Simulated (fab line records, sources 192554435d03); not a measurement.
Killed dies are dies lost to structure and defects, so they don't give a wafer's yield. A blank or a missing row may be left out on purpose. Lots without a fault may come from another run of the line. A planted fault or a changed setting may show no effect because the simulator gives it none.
fab line records | flow n5_finfet
record lots=24 wafers=72 last_day=17
route steps=1938 shown BEOL_M8@1394 BEOL_M9@1403
lots that met no fault: from a run of the same line without faults
start_h: hours from the record's first day to the start of the lot's first wafer shown | wait_h: hours since the lot's step before | " the same as in the row above | L1.1+2: a row that stands for several wafers | - no value, or no start given | * or withheld: withheld | < > ~ a bound
route shown NAME@n: a module of which the file shows steps, and the number in the route of the first | usual: mean/standard deviation of fault-free wafers | same: alike in all rows | chamber/n: place in a boat | sites: the reading at each site | _std_site: their standard deviation | _edge_site: outer sites' mean less inner sites' | radius_mm: how far each site lies from the wafer's centre | mask NAME#n: copy n | behind: the tool/chamber that last shaped the wafer | hold: why the lot was held/for how many hours/how that ended | device: the transistor (n, p or np) that didn't switch | end of line: the same wafers' tests at the end of the route | a step without rows: its recipe alone | killed: dies lost to structure and defects at the first sort, not the wafer's yield | map: a wafer's dies, x killed, . not, _ none there
set.NAME: the setting as run; set.NAME@STEP: as run at that earlier step | model.NAME: the simulator's own value behind a step, which no gauge read
steps of the route over a sample of lots; a table a step, a row a wafer
services: from which hour (start_h, from the record's first day; less than 0 if before it) a tool's chamber was out of use, for how many hours, and why
## steps
# step N5_BEOL_M8_ANNEAL_51
# recipe temp_c=225 time_s=90 ambient=N2
# usual wafer_temp_C_max=225.90/0.23
# columns lot.wafer tool chamber start_h wait_h wafer_temp_C_max
L074.3 rtp_anneal-02 0 196.32 0.1 225.72
L074.4 " 0 " " 225.79
L074.5 " 0 " " 225.70
L075.1 rtp_anneal-01 0 205.69 0.1 225.76
L075.2 " 0 " " 225.93
L075.3 " 0 " " 225.83
L076.2 rtp_anneal-02 0 213.62 0.1 225.87
L076.3 " 0 " " 225.66
L076.6 " 0 " " 226.01
L077.1 rtp_anneal-01 0 214.36 0.4 225.81
L077.3 " 0 " " 225.80
L077.6 " 0 " " 225.60
L078.1 rtp_anneal-01 0 217.71 0.1 225.93
L078.5 " 0 " " 225.54
L078.6 " 0 " " 225.84
L079.3 rtp_anneal-01 0 222.32 0.1 225.91
L079.4 " 0 " " 226.01
L079.5 " 0 " " 225.95
L080.2 rtp_anneal-02 0 227.94 0.1 225.64
L080.4 " 0 " " 225.92
L080.6 " 0 " " 225.54
L081.2 rtp_anneal-01 0 248.54 0.1 225.92
L081.3 " 0 " " 225.75
L081.4 " 0 " " 225.82
L082.2 rtp_anneal-01 0 257.32 0.1 225.97
L082.3 " 0 " " 226.36
L082.6 " 0 " " 225.95
L084.1 rtp_anneal-02 0 262.78 0.1 225.68
L084.3 " 0 " " 225.83
L084.6 " 0 " " 226.10
L085.2 rtp_anneal-01 0 263.76 0.3 225.59
L085.3 " 0 " " 225.55
L085.6 " 0 " " 225.66
L083.1 rtp_anneal-02 0 266.18 0.1 225.94
L083.4 " 0 " " 225.81
L083.5 " 0 " " 225.99
L086.1 rtp_anneal-02 0 282.95 0.2 225.84
L086.3 " 0 " " 225.86
L086.4 " 0 " " 225.62
L088.1 rtp_anneal-02 0 284.26 0.5 225.67
L088.4 " 0 " " 225.63
L088.5 " 0 " " 225.76
L087.1 rtp_anneal-01 0 285.45 1.0 225.74
L087.2 " 0 " " 225.71
L087.3 " 0 " " 225.94
L089.2 rtp_anneal-01 0 293.79 0.2 226.39
L089.5 " 0 " " 225.93
L089.6 " 0 " " 225.89
L090.2 rtp_anneal-01 0 304.30 0.2 225.97
L090.3 " 0 " " 226.23
L090.5 " 0 " " 225.97
L091.1 rtp_anneal-02 0 308.58 0.2 225.72
L091.3 " 0 " " 225.68
L091.5 " 0 " " 225.88
L092.2 rtp_anneal-02 0 312.57 0.1 226.15
L092.4 " 0 " " 225.94
L092.5 " 0 " " 225.91
L094.2 rtp_anneal-01 0 320.65 0.1 225.94
L094.4 " 0 " " 226.04
L094.6 " 0 " " 226.33
L093.3 rtp_anneal-02 0 323.06 0.1 225.85
L093.5 " 0 " " 225.87
L093.6 " 0 " " 225.88
L095.1 rtp_anneal-02 0 327.23 0.1 225.75
L095.2 " 0 " " 226.32
L095.4 " 0 " " 225.89
L097.2 rtp_anneal-02 0 336.14 0.1 225.74
L097.5 " 0 " " 225.88
L097.6 " 0 " " 225.92
L096.1 rtp_anneal-01 0 336.25 0.1 225.91
L096.5 " 0 " " 226.12
L096.6 " 0 " " 225.70
# step N5_BEOL_M9_THK_MEAS_01
# recipe reads=SiCOH_lowk_of_BEOL_M9_ILD_DEP_00
# usual M9_ILD_THK=269/4.2
# columns lot.wafer tool chamber start_h wait_h M9_ILD_THK[nm]
L074.3 film_metro-01 - 197.60 0.3 260
L074.4 " - " " 267
L074.5 " - " " 273
L075.1 film_metro-02 - 207.18 0.4 263
L075.2 " - " " 265
L075.3 " - " " 266
L076.2 film_metro-01 - 214.95 0.4 265
L076.3 " - " " 261
L076.6 " - " " 270
L077.1 film_metro-01 - 215.91 0.4 266
L077.3 " - " " 266
L077.6 " - " " 272
L078.1 film_metro-01 - 219.09 0.4 262
L078.5 " - " " 272
L078.6 " - " " 270
L079.3 film_metro-01 - 223.64 0.3 269
L079.4 " - " " 268
L079.5 " - " " 274
L080.2 film_metro-01 - 229.27 0.4 264
L080.4 " - " " 264
L080.6 " - " " 268
L081.2 film_metro-02 - 250.09 0.4 262
L081.3 " - " " 262
L081.4 " - " " 264
L082.2 film_metro-02 - 258.65 0.4 264
L082.3 " - " " 264
L082.6 " - " " 265
L084.1 film_metro-01 - 264.19 0.4 267
L084.3 " - " " 264
L084.6 " - " " 271
L085.2 film_metro-02 - 265.31 0.4 271
L085.3 " - " " 265
L085.6 " - " " 268
L083.1 film_metro-01 - 267.62 0.4 269
L083.4 " - " " 273
L083.5 " - " " 270
L086.1 film_metro-01 - 284.39 0.4 265
L086.3 " - " " 270
L086.4 " - " " 274
L088.1 film_metro-01 - 285.78 0.4 268
L088.4 " - " " 271
L088.5 " - " " 274
L087.1 film_metro-02 - 286.84 0.4 266
L087.2 " - " " 266
L087.3 " - " " 268
L089.2 film_metro-02 - 295.45 0.4 270
L089.5 " - " " 272
L089.6 " - " " 272
L090.2 film_metro-02 - 305.80 0.4 258
L090.3 " - " " 261
L090.5 " - " " 267
L091.1 film_metro-01 - 310.44 0.8 273
L091.3 " - " " 271
L091.5 " - " " 277
L092.2 film_metro-01 - 313.90 0.4 273
L092.4 " - " " 275
L092.5 " - " " 277
L094.2 film_metro-02 - 322.00 0.4 270
L094.4 " - " " 271
L094.6 " - " " 266
L093.3 film_metro-01 - 324.34 0.3 268
L093.5 " - " " 271
L093.6 " - " " 268
L095.1 film_metro-02 - 328.61 0.4 270
L095.2 " - " " 273
L095.4 " - " " 277
L097.2 film_metro-01 - 337.48 0.4 266
L097.5 " - " " 264
L097.6 " - " " 273
L096.1 film_metro-01 - 337.64 0.4 270
L096.5 " - " " 274
L096.6 " - " " 271
# step N5_BEOL_M9_INSPECT_13
# recipe mode=adi inspect_instrument=brightfield
# usual raw_defect_count=436/95
# columns lot.wafer tool chamber start_h wait_h raw_defect_count
L074.3 defect_inspect-02 - 198.31 0.0 336
L074.4 " - " " 362
L074.5 " - " " 432
L075.1 defect_inspect-01 - 208.12 0.0 528
L075.2 " - " " 452
L075.3 " - " " 564
L076.2 defect_inspect-01 - 216.54 0.0 568
L076.3 " - " " 487
L076.6 " - " " 488
L077.1 defect_inspect-02 - 216.84 0.0 342
L077.3 " - " " 408
L077.6 " - " " 586
L078.1 defect_inspect-01 - 221.70 0.0 369
L078.5 " - " " 257
L078.6 " - " " 369
L079.3 defect_inspect-01 - 225.28 0.0 390
L079.4 " - " " 381
L079.5 " - " " 330
L080.2 defect_inspect-02 - 231.29 0.0 511
L080.4 " - " " 496
L080.6 " - " " 443
L081.2 defect_inspect-02 - 251.26 0.0 437
L081.3 " - " " 444
L081.4 " - " " 474
L082.2 defect_inspect-01 - 259.60 0.0 492
L082.3 " - " " 341
L082.6 " - " " 304
L084.1 defect_inspect-02 - 265.34 0.0 371
L084.3 " - " " 258
L084.6 " - " " 375
L085.2 defect_inspect-01 - 266.21 0.0 465
L085.3 " - " " 330
L085.6 " - " " 581
L083.1 defect_inspect-02 - 269.39 0.0 447
L083.4 " - " " 462
L083.5 " - " " 576
L086.1 defect_inspect-01 - 286.99 0.0 480
L086.3 " - " " 671
L086.4 " - " " 516
L088.1 defect_inspect-02 - 287.41 0.0 532
L088.4 " - " " 432
L088.5 " - " " 394
L087.1 defect_inspect-02 - 287.61 0.0 553
L087.2 " - " " 446
L087.3 " - " " 421
L089.2 defect_inspect-02 - 299.06 0.0 423
L089.5 " - " " 400
L089.6 " - " " 394
L090.2 defect_inspect-01 - 307.13 0.0 263
L090.3 " - " " 372
L090.5 " - " " 539
L091.1 defect_inspect-01 - 312.84 0.0 439
L091.3 " - " " 366
L091.5 " - " " 751
L092.2 defect_inspect-02 - 315.42 0.0 382
L092.4 " - " " 371
L092.5 " - " " 498
L094.2 defect_inspect-02 - 323.47 0.0 368
L094.4 " - " " 455
L094.6 " - " " 396
L093.3 defect_inspect-01 - 326.06 0.0 387
L093.5 " - " " 531
L093.6 " - " " 369
L095.1 defect_inspect-01 - 330.34 0.0 773
L095.2 " - " " 494
L095.4 " - " " 568
L097.2 defect_inspect-01 - 340.09 0.0 390
L097.5 " - " " 430
L097.6 " - " " 339
L096.1 defect_inspect-02 - 340.29 0.0 328
L096.5 " - " " 488
L096.6 " - " " 432
# step N5_BEOL_M9_CD_MEAS_28
# recipe target_cd_nm=70 landing_energy_ev=500 detector=se_inlens polarity=opening
# usual cd_nm=70.0/0.33
# columns lot.wafer tool chamber start_h wait_h cd_nm
L074.3 cd_sem-03 0 199.72 - 70.7
L074.4 " 0 " " 70.5
L074.5 " 0 " " 70.0
L075.1 cd_sem-03 0 209.48 - 69.8
L075.2 " 0 " " 69.6
L075.3 " 0 " " 70.3
L076.2 cd_sem-03 0 217.40 - 69.8
L076.3 " 0 " " 69.9
L076.6 " 0 " " 69.6
L077.1 cd_sem-02 0 218.00 - 70.2
L077.3 " 0 " " 70.4
L077.6 " 0 " " 70.1
L078.1 cd_sem-02 0 223.92 - 69.6
L078.5 " 0 " " 69.8
L078.6 " 0 " " 70.0
L079.3 cd_sem-03 0 227.07 - 70.4
L079.4 " 0 " " 70.4
L079.5 " 0 " " 69.8
L080.2 cd_sem-01 0 236.06 - 70.4
L080.4 " 0 " " 70.1
L080.6 " 0 " " 70.1
L081.2 cd_sem-03 0 253.03 - 70.0
L081.3 " 0 " " 69.8
L081.4 " 0 " " 69.7
L082.2 cd_sem-03 0 261.36 - 70.7
L082.3 " 0 " " 70.3
L082.6 " 0 " " 70.2
L084.1 cd_sem-03 0 268.48 - 70.2
L084.3 " 0 " " 69.7
L084.6 " 0 " " 70.5
L085.2 cd_sem-01 0 268.65 - 70.1
L085.3 " 0 " " 70.1
L085.6 " 0 " " 70.3
L083.1 cd_sem-03 0 271.21 - 69.8
L083.4 " 0 " " 69.9
L083.5 " 0 " " 69.6
L086.1 cd_sem-02 0 288.35 - 70.2
L086.3 " 0 " " 70.1
L086.4 " 0 " " 69.7
L087.1 cd_sem-02 0 288.60 - 70.4
L087.2 " 0 " " 70.0
L087.3 " 0 " " 70.2
L088.1 cd_sem-01 0 289.92 - 70.5
L088.4 " 0 " " 70.6
L088.5 " 0 " " 70.5
L089.2 cd_sem-01 0 301.59 - 70.0
L089.5 " 0 " " 69.9
L089.6 " 0 " " 70.5
L090.2 cd_sem-01 0 308.86 - 70.0
L090.3 " 0 " " 70.0
L090.5 " 0 " " 69.4
L091.1 cd_sem-01 0 313.64 - 70.2
L091.3 " 0 " " 70.4
L091.5 " 0 " " 69.6
L092.2 cd_sem-01 0 316.93 - 70.1
L092.4 " 0 " " 69.7
L092.5 " 0 " " 69.8
L094.2 cd_sem-01 0 325.79 - 70.4
L094.4 " 0 " " 69.9
L094.6 " 0 " " 70.0
L093.3 cd_sem-02 0 327.10 - 70.6
L093.5 " 0 " " 70.2
L093.6 " 0 " " 70.4
L095.1 cd_sem-02 0 332.71 - 69.4
L095.2 " 0 " " 69.9
L095.4 " 0 " " 69.9
L097.2 cd_sem-03 0 342.32 - 69.6
L097.5 " 0 " " 69.6
L097.6 " 0 " " 69.4
L096.1 cd_sem-03 0 344.19 - 69.9
L096.5 " 0 " " 69.6
L096.6 " 0 " " 69.9
# step N5_BEOL_M9_ETCH_65
# recipe chemistry=CF4 target=SiARC target_depth_a=156 mask_material=CAR-EUV time_s=26 ion_energy_ev=80 pressure_mtorr=40 source_w=545 bias_w=36 Ar_flow_sccm=100 cf4_flow_sccm=100 ends=cleared
# usual drypump_motor_current_A=5.7/0.36 etch_rf_on_time_s=26.2/0.88 oes_product_au=0.69/0.06 rf_vpp_V=184.4/0.99 showerhead_plenum_p_Torr=2.17/0.045 throttle_valve_pct=15.49/0.19
# columns lot.wafer tool chamber start_h wait_h drypump_motor_current_A etch_rf_on_time_s oes_product_au rf_hours_counter_h rf_vpp_V showerhead_plenum_p_Torr throttle_valve_pct
L074.3 rie_diel-05 0 199.90 0.0 5.0 25.3 0.61 219 183.8 2.21 15.55
L074.4 " 1 " " 5.6 26.7 0.73 49 184.1 2.19 15.45
L074.5 " 0 " " 5.0 25.2 0.62 - 184.8 2.21 15.56
L075.1 rie_diel-05 0 211.09 0.0 5.0 25.0 0.61 224 185.8 2.20 15.54
L075.2 " 3 " " 5.8 28.1 0.75 13 185.0 2.22 15.14
L075.3 " 2 " " 5.7 26.9 0.75 33 185.2 2.17 15.29
L076.2 rie_diel-04 3 217.57 0.0 6.1 25.5 0.69 122 183.7 2.18 15.36
L076.3 " 1 " " 5.0 25.6 0.62 180 185.1 2.19 15.32
L076.6 " 3 " " 6.1 25.6 0.69 - 184.2 2.18 15.37
L077.1 rie_diel-04 3 218.18 0.0 6.1 25.3 0.69 122 183.5 2.18 15.36
L077.3 " 1 " " 4.9 25.7 0.63 180 185.2 2.19 15.32
L077.6 " 0 " " 5.4 26.7 0.61 - 185.0 2.22 15.73
L078.1 rie_diel-04 3 224.19 0.0 6.1 25.0 0.68 125 183.4 2.18 15.37
L078.5 " 0 " " 5.4 26.4 0.62 - 184.7 2.22 15.74
L078.6 " 3 " " 6.1 24.8 0.70 - 184.2 2.18 15.37
L079.3 rie_diel-05 1 227.28 0.0 5.6 26.7 0.71 60 185.2 2.19 15.49
L079.4 " 0 " " 5.0 25.3 0.60 229 184.9 2.20 15.57
L079.5 " 1 " " 5.6 26.8 0.71 - 184.0 2.19 15.50
L080.2 rie_diel-05 0 236.23 0.0 5.0 25.3 0.60 231 185.8 2.20 15.57
L080.4 " 1 " " 5.6 27.1 0.70 62 184.3 2.18 15.48
L080.6 " 3 " " 5.8 28.1 0.73 - 183.9 2.22 15.17
L081.2 rie_diel-01 2 253.20 0.0 5.8 25.4 0.73 56 183.4 2.10 15.78
L081.3 " 1 " " 5.7 27.2 0.69 79 186.4 2.26 15.65
L081.4 " 3 " " 6.2 25.5 0.77 23 183.6 2.10 15.18
L082.2 rie_diel-05 3 261.53 0.0 5.8 27.7 0.73 29 185.0 2.21 15.18
L082.3 " 1 " " 5.6 26.9 0.70 70 183.7 2.18 15.51
L082.6 " 3 " " 5.8 27.8 0.72 - 184.3 2.21 15.16
L084.1 rie_diel-04 3 268.66 0.0 6.1 25.6 0.67 138 183.9 2.17 15.40
L084.3 " 2 " " 6.0 25.5 0.77 27 184.5 2.16 15.54
L084.6 " 0 " " 5.4 26.7 0.61 - 184.7 2.21 15.77
L085.2 rie_diel-04 0 269.12 0.0 5.4 26.6 0.61 201 185.1 2.21 15.75
L085.3 " 2 " " 6.0 25.1 0.79 27 184.8 2.16 15.55
L085.6 " 1 " " 5.0 25.1 0.63 - 183.7 2.18 15.38
L083.1 rie_diel-01 1 273.18 0.0 5.7 27.2 0.69 87 185.6 2.26 15.68
L083.4 " 3 " " 6.2 25.9 0.76 29 182.3 2.10 15.20
L083.5 " 0 " " 5.6 25.8 0.80 - 183.0 2.11 15.37
L086.1 rie_diel-04 2 288.52 0.0 6.0 25.3 0.76 36 184.4 2.16 15.56
L086.3 " 3 " " 6.1 25.3 0.66 147 184.1 2.17 15.39
L086.4 " 0 " " 5.4 26.6 0.60 209 185.1 2.21 15.77
L087.1 rie_diel-01 3 288.86 0.0 6.2 25.5 0.74 36 184.0 2.10 15.23
L087.2 " 2 " " 5.8 25.1 0.73 68 183.3 2.10 15.81
L087.3 " 1 " " 5.7 27.3 0.67 93 185.7 2.26 15.68
L088.1 rie_diel-05 1 290.10 0.0 5.6 26.8 0.69 74 184.8 2.18 15.53
L088.4 " 3 " " 5.8 27.6 0.72 33 183.7 2.21 15.18
L088.5 " 3 " " 5.8 27.8 0.71 - 185.4 2.21 15.17
L089.2 rie_diel-01 3 301.76 0.0 6.2 25.8 0.74 39 183.1 2.10 15.21
L089.5 " 1 " " 5.7 27.5 0.67 - 184.9 2.26 15.70
L089.6 " 0 " " 5.6 26.1 0.76 - 183.2 2.11 15.40
L090.2 rie_diel-01 3 309.04 0.0 6.2 25.7 0.75 41 183.7 2.10 15.22
L090.3 " 1 " " 5.7 27.2 0.67 100 186.0 2.25 15.68
L090.5 " 3 " " 6.2 25.7 0.75 - 182.7 2.10 15.20
L091.1 rie_diel-04 1 313.82 0.0 5.0 25.4 0.61 210 186.1 2.18 15.39
L091.3 " 0 " " 5.4 26.7 0.60 216 185.0 2.21 15.79
L091.5 " 0 " " 5.5 26.9 0.61 - 184.1 2.21 15.78
L092.2 rie_diel-05 3 317.10 0.0 5.8 28.0 0.70 41 185.0 2.21 15.20
L092.4 " 1 " " 5.6 26.6 0.69 83 185.1 2.18 15.53
L092.5 " 2 " " 5.7 27.1 0.72 - 184.6 2.16 15.37
L094.2 rie_diel-01 2 325.97 0.0 5.8 25.2 0.71 79 183.9 2.10 15.82
L094.4 " 0 " " 5.7 26.2 0.75 26 184.2 2.10 15.41
L094.6 " 0 " " 5.6 26.6 0.75 - 183.7 2.11 15.42
L093.3 rie_diel-04 1 327.55 0.0 5.0 25.7 0.60 214 184.6 2.18 15.41
L093.5 " 3 " " 6.1 25.6 0.65 - 184.2 2.17 15.44
L093.6 " 2 " " 6.0 25.5 0.74 - 185.7 2.16 15.58
L095.1 rie_diel-04 0 332.89 0.0 5.4 26.4 0.60 222 184.7 2.21 15.78
L095.2 " 3 " " 6.1 25.5 0.65 160 184.1 2.17 15.44
L095.4 " 1 " " 4.9 25.4 0.61 215 185.2 2.17 15.40
L097.2 rie_diel-01 0 342.56 0.0 5.6 25.8 0.74 31 183.6 2.10 15.43
L097.5 " 1 " " 5.7 27.0 0.67 - 184.8 2.25 15.71
L097.6 " 0 " " 5.6 26.1 0.74 - 183.3 2.10 15.42
L096.1 rie_diel-04 2 344.36 0.0 6.0 25.4 0.75 52 182.4 2.16 15.60
L096.5 " 2 " " 6.0 25.4 0.74 - 184.0 2.16 15.59
L096.6 " 3 " " 6.1 25.7 0.65 - 185.0 2.17 15.45
# step N5_BEOL_M9_ETCH_66
# recipe chemistry=N2/H2 target=SOC target_depth_a=800 overetch_a=160 mask_material=SiARC temp_c=40 time_s=120 ion_energy_ev=200 pressure_mtorr=30 source_w=840 bias_w=150 n2_flow_sccm=200 h2_flow_sccm=200
# usual drypump_motor_current_A=5.7/0.36 h2_flow_sccm=200.0/0.65 n2_flow_sccm=200.0/0.6 oes_product_au=0.62/0.055 rf_vpp_V=524.9/1.9 showerhead_plenum_p_Torr=2.57/0.063 throttle_valve_pct=17.58/0.28
# columns lot.wafer tool chamber start_h wait_h drypump_motor_current_A h2_flow_sccm n2_flow_sccm oes_product_au rf_hours_counter_h rf_vpp_V showerhead_plenum_p_Torr throttle_valve_pct
L074.3 rie_diel-05 0 199.92 0.0 5.0 200.8 200.7 0.54 219 527.8 2.62 17.77
L074.4 " 1 " " 5.6 200.9 200.1 0.66 49 525.2 2.59 17.65
L074.5 " 0 " " 5.0 201.0 201.3 0.53 - 525.4 2.62 17.75
L075.1 rie_diel-05 0 211.12 0.0 5.0 200.3 200.0 0.54 224 525.5 2.62 17.75
L075.2 " 3 " " 5.8 201.5 200.6 0.69 13 526.6 2.58 17.01
L075.3 " 2 " " 5.6 200.5 198.6 0.69 33 524.5 2.58 17.46
L076.2 rie_diel-04 3 217.60 0.0 6.1 200.4 199.4 0.61 122 525.0 2.53 17.16
L076.3 " 1 " " 5.0 199.6 199.4 0.56 180 527.8 2.66 17.72
L076.6 " 3 " " 6.1 199.9 199.5 0.60 - 524.0 2.53 17.18
L077.1 rie_diel-04 3 218.21 0.0 6.1 199.7 199.9 0.61 122 525.1 2.53 17.18
L077.3 " 1 " " 4.9 200.8 200.3 0.56 180 527.0 2.66 17.73
L077.6 " 0 " " 5.4 199.5 199.9 0.56 - 526.6 2.62 17.72
L078.1 rie_diel-04 3 224.22 0.0 6.1 199.4 200.3 0.61 125 524.1 2.53 17.17
L078.5 " 0 " " 5.5 199.2 201.2 0.56 - 526.3 2.62 17.72
L078.6 " 3 " " 6.1 200.6 199.8 0.60 - 523.8 2.53 17.18
L079.3 rie_diel-05 1 227.30 0.0 5.6 199.4 200.0 0.64 60 524.1 2.58 17.68
L079.4 " 0 " " 5.0 200.0 199.7 0.54 229 525.7 2.61 17.79
L079.5 " 1 " " 5.6 199.8 200.0 0.64 - 525.2 2.58 17.70
L080.2 rie_diel-05 0 236.26 0.0 5.0 199.2 199.0 0.54 231 527.0 2.61 17.77
L080.4 " 1 " " 5.6 200.6 200.9 0.64 62 524.2 2.58 17.68
L080.6 " 3 " " 5.8 200.7 199.8 0.67 - 525.7 2.58 17.02
L081.2 rie_diel-01 2 253.23 0.0 5.8 199.9 201.2 0.65 56 521.5 2.47 17.86
L081.3 " 1 " " 5.7 200.1 200.3 0.64 79 527.4 2.69 17.93
L081.4 " 3 " " 6.2 199.3 200.0 0.69 23 522.9 2.50 17.53
L082.2 rie_diel-05 3 261.56 0.0 5.8 201.0 198.4 0.67 29 526.6 2.57 17.04
L082.3 " 1 " " 5.6 201.0 198.8 0.63 70 522.7 2.58 17.69
L082.6 " 3 " " 5.8 201.3 199.8 0.68 - 526.1 2.57 17.03
L084.1 rie_diel-04 3 268.69 0.0 6.2 198.9 200.3 0.60 138 524.1 2.52 17.19
L084.3 " 2 " " 6.0 199.1 199.7 0.69 27 526.3 2.58 17.76
L084.6 " 0 " " 5.4 200.1 201.4 0.56 - 526.3 2.62 17.75
L085.2 rie_diel-04 0 269.15 0.0 5.4 199.9 199.9 0.55 201 526.9 2.62 17.75
L085.3 " 2 " " 6.0 199.7 200.4 0.69 27 524.5 2.58 17.74
L085.6 " 1 " " 5.0 200.2 199.5 0.55 - 528.4 2.65 17.75
L083.1 rie_diel-01 1 273.21 0.0 5.7 200.1 200.3 0.62 87 528.7 2.68 17.94
L083.4 " 3 " " 6.2 199.6 199.5 0.67 29 522.2 2.50 17.54
L083.5 " 0 " " 5.6 198.2 199.2 0.71 - 522.8 2.48 17.31
L086.1 rie_diel-04 2 288.55 0.0 6.0 200.0 200.4 0.68 36 524.0 2.57 17.76
L086.3 " 3 " " 6.1 199.4 200.0 0.59 147 524.8 2.52 17.22
L086.4 " 0 " " 5.4 199.4 200.0 0.55 209 529.0 2.61 17.76
L087.1 rie_diel-01 3 288.88 0.0 6.2 199.6 199.9 0.66 36 521.8 2.50 17.55
L087.2 " 2 " " 5.8 200.4 198.7 0.64 68 521.4 2.47 17.89
L087.3 " 1 " " 5.7 199.4 199.9 0.62 93 526.8 2.68 17.94
L088.1 rie_diel-05 1 290.12 0.0 5.6 199.3 200.4 0.63 74 523.2 2.57 17.71
L088.4 " 3 " " 5.8 199.2 199.3 0.66 33 526.4 2.57 17.05
L088.5 " 3 " " 5.8 199.6 200.4 0.66 - 524.6 2.57 17.04
L089.2 rie_diel-01 3 301.79 0.0 6.2 201.0 200.6 0.66 39 523.1 2.50 17.56
L089.5 " 1 " " 5.7 200.3 200.2 0.62 - 527.3 2.68 17.95
L089.6 " 0 " " 5.7 200.0 200.5 0.69 - 523.4 2.47 17.34
L090.2 rie_diel-01 3 309.07 0.0 6.2 199.8 200.6 0.67 41 522.7 2.50 17.56
L090.3 " 1 " " 5.7 199.6 201.4 0.62 100 528.1 2.68 17.97
L090.5 " 3 " " 6.2 200.5 200.3 0.66 - 521.1 2.50 17.56
L091.1 rie_diel-04 1 313.85 0.0 5.0 200.1 200.8 0.54 210 526.1 2.65 17.78
L091.3 " 0 " " 5.4 200.5 200.1 0.55 216 526.7 2.61 17.77
L091.5 " 0 " " 5.4 200.7 200.5 0.55 - 526.1 2.61 17.77
L092.2 rie_diel-05 3 317.13 0.0 5.8 200.1 199.8 0.65 41 525.2 2.57 17.06
L092.4 " 1 " " 5.6 199.9 200.0 0.63 83 524.5 2.57 17.74
L092.5 " 2 " " 5.7 199.7 200.1 0.65 - 524.5 2.57 17.50
L094.2 rie_diel-01 2 325.99 0.0 5.8 199.3 200.1 0.63 79 521.3 2.46 17.91
L094.4 " 0 " " 5.6 199.6 200.3 0.68 26 521.5 2.47 17.36
L094.6 " 0 " " 5.6 200.2 200.2 0.69 - 521.2 2.47 17.36
L093.3 rie_diel-04 1 327.58 0.0 5.0 199.1 199.0 0.54 214 524.9 2.64 17.78
L093.5 " 3 " " 6.1 200.3 200.6 0.58 - 523.7 2.51 17.23
L093.6 " 2 " " 6.0 199.2 198.5 0.66 - 524.2 2.57 17.78
L095.1 rie_diel-04 0 332.92 0.0 5.4 200.0 200.3 0.54 222 527.5 2.61 17.78
L095.2 " 3 " " 6.1 202.0 199.9 0.59 160 524.9 2.51 17.24
L095.4 " 1 " " 4.9 200.3 200.2 0.54 215 526.2 2.64 17.78
L097.2 rie_diel-01 0 342.59 0.0 5.6 201.0 200.3 0.67 31 522.2 2.47 17.35
L097.5 " 1 " " 5.7 200.7 200.4 0.61 - 528.1 2.67 17.98
L097.6 " 0 " " 5.6 200.1 199.9 0.66 - 523.7 2.47 17.37
L096.1 rie_diel-04 2 344.39 0.0 6.0 200.1 199.4 0.65 52 525.9 2.57 17.79
L096.5 " 2 " " 6.0 199.9 199.5 0.66 - 524.6 2.57 17.78
L096.6 " 3 " " 6.1 199.2 200.7 0.58 - 522.9 2.51 17.23
## services
# columns tool chamber start_h hours kind
rie_diel-04 1 173.36 6.0 repair
rie_diel-05 - 200.69 1.2 repair
rie_diel-04 3 204.29 12.3 repair
rie_diel-01 - 205.20 14.6 pm
rie_diel-01 0 229.39 - clean
rie_diel-01 0 229.39 - consumable_replace:focus_ring
rie_diel-01 0 229.39 20.3 scheduled_down
rie_diel-01 0 229.39 20.3 vent_cycle
rie_diel-05 0 231.27 1.3 repair
rie_diel-01 2 241.99 4.6 repair
rie_diel-01 2 279.08 5.3 repair
rtp_anneal-02 - 285.43 1.1 pm
rie_diel-05 0 301.90 5.6 repair
rie_diel-05 0 319.78 - clean
rie_diel-05 0 319.78 - consumable_replace:focus_ring
rie_diel-05 0 319.78 18.1 scheduled_down
rie_diel-05 0 319.78 18.1 vent_cycle
rtp_anneal-02 - 337.94 7.2 pm
rie_diel-01 3 339.32 3.9 repair
## key
fault none
